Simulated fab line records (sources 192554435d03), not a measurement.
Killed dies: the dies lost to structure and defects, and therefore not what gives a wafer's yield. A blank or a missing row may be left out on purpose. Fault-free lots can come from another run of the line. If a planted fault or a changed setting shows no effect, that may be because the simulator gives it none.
Split-lot trial -- flow n5Finfet -- 21 wafers read from 7 lots, route of 1938 steps

## ON THE SPLIT
At N5_ZERO_LAYER_PECVD_02 (deposits SiO2 from SiH4/N2O, target thk 10 nm, time 6 s), the setting timeS was moved away from the recipe's 6 s on 11 of the 21 wafers read, by -12.7% to +12.6%. All remaining wafers had this setting at the recipe value.

Reading taken at the split's own step.

## THE READING
SiO2_of_ZERO_LAYER_PECVD_02.thkNm (the simulator's own value, which no gauge read), in nm, at N5_ZERO_LAYER_PECVD_02 (deposits SiO2 from SiH4/N2O, target thk 10 nm, time 6 s). The file gives no usual value for it. The 10 wafers here that ran the recipe average 9.946 nm, standard deviation 0.17 nm.

wafer,"tool, chamber at the split","timeS as run, s",against the recipe,"SiO2_of_ZERO_LAYER_PECVD_02.thkNm, nm",against lot-mates on the recipe
L076.1,"pecvd-03, 1",6,recipe,9.678,-
L076.4,"pecvd-03, 1",6.419,+7.0%,10.67,+0.992
L076.5,"pecvd-03, 0",6.419,+7.0%,10.69,+1.012
L084.1,"pecvd-03, 2",6,recipe,9.985,-
L084.4,"pecvd-03, 2",5.504,-8.3%,9.486,-0.616
L084.5,"pecvd-03, 0",6,recipe,10.22,-
L085.1,"pecvd-03, 2",5.236,-12.7%,8.845,-0.986
L085.3,"pecvd-03, 0",6,recipe,9.675,-
L085.5,"pecvd-03, 0",6,recipe,9.988,-
L086.2,"pecvd-02, 2",6,recipe,9.973,-
L086.4,"pecvd-02, 1",6.756,+12.6%,11.59,+1.617
L086.5,"pecvd-02, 2",6.756,+12.6%,11.25,+1.277
L088.1,"pecvd-03, 0",6.409,+6.8%,10.46,+0.390
L088.4,"pecvd-03, 2",6,recipe,10.07,-
L088.6,"pecvd-03, 1",6.409,+6.8%,10.48,+0.410
L089.2,"pecvd-03, 1",6,recipe,9.808,-
L089.3,"pecvd-03, 2",6,recipe,9.974,-
L089.6,"pecvd-03, 0",6,recipe,10.09,-
L091.1,"pecvd-02, 1",6.591,+9.9%,11.19,no lot-mate on the recipe
L091.4,"pecvd-02, 0",6.591,+9.9%,11.29,no lot-mate on the recipe
L091.6,"pecvd-02, 1",6.591,+9.9%,11.3,no lot-mate on the recipe

THE FIT
A straight line over all 21 wafers: SiO2_of_ZERO_LAYER_PECVD_02.thkNm changes by +0.104 nm for each +1% of timeS; r = +0.96; the points scatter about the line by 0.21 nm.
The same after taking each lot's own level away (the mean of its wafers on the recipe; 18 wafers): +0.0972 nm for each +1%; r = +0.95; scatter 0.2 nm.
The reading moves by 1.2 nm for the largest change in timeS, on that fit.
From 9.6780 to 10.1025 nm: that is the span of the lots' own levels, equal to 2.5 times the standard deviation above.
Hence the lot-to-lot level has little effect on the slope; both slopes agree.
Check: for one of the wafers moved furthest among these (-12.7%), held out of the fit, the line's prediction against its lot-mates is -1.29 nm. Against them it came out at -0.986 nm.

## FILE'S OWN FIT
SiO2_of_ZERO_LAYER_PECVD_02.thkNm changes by +0.0941 nm for each +1% of timeS, r = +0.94.
